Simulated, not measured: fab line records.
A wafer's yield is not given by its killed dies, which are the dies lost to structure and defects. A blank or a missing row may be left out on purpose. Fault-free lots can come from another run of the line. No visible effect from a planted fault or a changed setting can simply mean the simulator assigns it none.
A struck lot beside a sound one + flow nandHarc + 15 out of 1302 route steps
Sound: these wafers, L381.3, L381.4, L381.6. Wafers L393.2, L393.5, L393.6 were the ones struck. The cause comes at the end.
Per side, at each step with rows, come the tool, then ch with its chambers, and then its first start. Under that, the readings that differ: sound wafers + struck wafers + difference of the means + sigmas: that difference in standard deviations of wafers without a fault.
alike: words and numbers the same on both sides, and readings whose means are apart by under 2 such deviations; not compared: readings that were withheld, readings missing a value for some wafer, numbers with overlapping values and no deviation given by the record, and bounds like >300 which may hide the same value.
The two part at a step that has a row with sigmas, a row that says differs or no value, or rows on one side only. When numbers do not overlap yet have no deviation, they are printed without sigmas and do not part them. A reading missing from all wafers of one side parts the sides only when that side holds two or more wafers.

first, 5 steps without rows for these wafers: NHARC_P_GATE_SOFTBAKE_86 (time 95 s); NHARC_P_GATE_EBR_87; NHARC_P_GATE_EXPOSE_88 (exposes mask P HVN, target cd 2000 nm); NHARC_P_GATE_PEB_89 (peb time 85 s); NHARC_P_GATE_DEVELOP_90 (time 70 s).
NHARC_P_GATE_CD_MEAS_91: target cd 2000 nm.
  sound on cdSem-01 ch 0, day 7 09:39; struck on cdSem-02 ch 0, day 11 19:56
  alike: cdNm
then, 1 step without rows for these wafers: NHARC_P_GATE_HARDBAKE_92 (time 80 s).
NHARC_P_GATE_DESCUM_93: chemistry O2, time 3 s.
  sound on rieDiel-05 ch 0,3, day 7 09:49; struck on rieDiel-09 ch 0,1,3, day 11 20:08
  alike: chamberPressureMTorr, drypumpMotorCurrentA, oesProductAu, rfVppV, showerheadPlenumPTorr, throttleValvePct
  not compared: rfHoursCounterH
following that, these wafers have no rows for 1 step: NHARC_P_GATE_IMPLANT_94.
NHARC_P_GATE_STRIP_113: strips in N2/H2, time 740 s.
  sound on plasmaAsher-02 ch 0,1, day 7 12:09; struck on plasmaAsher-01 ch 0,1, day 11 20:35
  alike: drypumpMotorCurrentA, heaterPowerW
  not compared: rfHoursCounterH
NHARC_P_GATE_STRIP_95: strips in O2.
  sound on plasmaAsher-02 ch 0,1, day 7 12:39; struck on plasmaAsher-01 ch 0,1, day 11 21:11
  alike: drypumpMotorCurrentA, heaterPowerW
  not compared: rfHoursCounterH
then, 1 step without rows for these wafers: NHARC_P_GATE_STRIP_96 (strips in SPM, time 900 s).
NHARC_P_GATE_RTA_64: time 1 s.
  sound on rtpAnneal-01 ch 0, day 7 13:15; struck on rtpAnneal-02, day 11 21:46
  no value came back on the struck wafers for annealTempCMax, lampPowerPct (%), lamp_zone_3_pct (%), wafer_temp_C_max; on the sound wafers annealTempCMax reads 1052.6 1052.5 1053.4
then, 1 step without rows for these wafers: NHARC_P_GATE_ETCH_77 (etches SiO2 in dHF, target depth 6 nm).
-- jump in the record: it breaks off in module P_GATE and resumes in module END (first step shown: number 1302 of the route), and 19 days separate the struck wafers' starts before and after --
NHARC_END_SORT_01:
  at this point the record logs the struck wafers (prober-02 ch 0, day 30 16:23) and has no rows for the sound ones

## WHERE THEY PART
Last at NHARC_END_SORT_01 as far as this record goes, first at NHARC_P_GATE_RTA_64.

WHY: what had been put in by the simulator
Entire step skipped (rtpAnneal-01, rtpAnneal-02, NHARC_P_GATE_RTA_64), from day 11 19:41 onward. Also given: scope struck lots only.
